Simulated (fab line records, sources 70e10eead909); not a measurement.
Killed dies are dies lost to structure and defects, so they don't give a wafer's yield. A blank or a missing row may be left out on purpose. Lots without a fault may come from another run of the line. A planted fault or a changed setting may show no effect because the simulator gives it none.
Chamber matching | flow nand_harc | NHARC_A_CONTACT_ETCH_48 on rie_diel-03: 4 sister chambers
The step etches the open film in CF4, target depth 39 nm, time 65 s. 20 wafers are shown with their chamber, then 10 later ones without.

WAFERS WITH THEIR CHAMBER
wafer  | chamber | showerhead_plenum_p_Torr (Torr) | drypump_motor_current_A (A) | rf_vpp_V (V)
L074.1 | 0       | 1.76                            | 5.90                        | 151.9
L074.2 | 1       | 1.77                            | 5.65                        | 151.2
L074.6 | 1       | 1.77                            | 5.65                        | 151.5
L081.2 | 1       | 1.77                            | 5.65                        | 151.2
L081.4 | 3       | 1.69                            | 5.72                        | 148.3
L081.5 | 1       | 1.77                            | 5.66                        | 151.3
L082.1 | 3       | 1.69                            | 5.74                        | 151.1
L082.2 | 0       | 1.75                            | 5.90                        | 152.0
L082.3 | 1       | 1.77                            | 5.64                        | 151.1
L084.2 | 0       | 1.75                            | 5.93                        | 153.3
L084.4 | 3       | 1.69                            | 5.73                        | 148.5
L084.6 | 1       | 1.77                            | 5.65                        | 150.9
L088.4 | 1       | 1.77                            | 5.65                        | 150.7
L088.5 | 2       | 1.82                            | 5.87                        | 152.3
L088.6 | 1       | 1.77                            | 5.64                        | 150.2
L085.1 | 1       | 1.77                            | 5.65                        | 151.0
L085.2 | 0       | 1.75                            | 5.90                        | 150.9
L085.4 | 3       | 1.68                            | 5.72                        | 149.8
L090.1 | 2       | 1.82                            | 5.88                        | 153.1
L090.2 | 0       | 1.75                            | 5.91                        | 150.9

SIGNATURES (means of the wafers above)
reading                  | chamber 0 | chamber 1 | chamber 2 | chamber 3 | scatter within a chamber
showerhead_plenum_p_Torr | 1.7520    | 1.7700    | 1.8200    | 1.6875    | 0.00311
drypump_motor_current_A  | 5.9080    | 5.6489    | 5.8750    | 5.7275    | 0.00899
rf_vpp_V                 | 151.800   | 151.011   | 152.700   | 149.425   | 0.809
Rule: a wafer's distance from a chamber is the root of the sum, over the readings, of the square of ((its reading less the chamber's mean) divided by the reading's scatter). The wafer belongs to the nearest chamber; if the next one is less than 2 further off, it can't be placed. The scatter: the root of (the sum of the squares of (reading less its chamber's mean) over the shown wafers, divided by (wafers less chambers)).

WAFERS WITHOUT THEIR CHAMBER
wafer  | showerhead_plenum_p_Torr (Torr) | drypump_motor_current_A (A) | rf_vpp_V (V)
L090.4 | 1.76                            | 5.64                        | 149.8
L091.2 | 1.76                            | 5.66                        | 149.3
L091.3 | 1.82                            | 5.87                        | 152.2
L091.6 | 1.76                            | 5.65                        | 151.1
L096.1 | 1.76                            | 5.64                        | 150.8
L096.2 | 1.68                            | 5.73                        | 152.2
L096.4 | 1.75                            | 5.87                        | 151.4
L097.1 | 1.76                            | 5.66                        | 150.9
L097.2 | 1.74                            | 5.88                        | 151.6
L097.4 | 1.68                            | 5.73                        | 150.3

WHICH CHAMBER EACH WENT THROUGH
wafer  | from the rows above | in truth
L090.4 | 1                   | 1
L091.2 | 1                   | 1
L091.3 | 2                   | 2
L091.6 | 1                   | 1
L096.1 | 1                   | 1
L096.2 | 3                   | 3
L096.4 | 0                   | 0
L097.1 | 1                   | 1
L097.2 | 0                   | 0
L097.4 | 3                   | 3
Placed correctly: 10 of 10. Can't be placed from these rows: 0. Placed wrongly: 0.
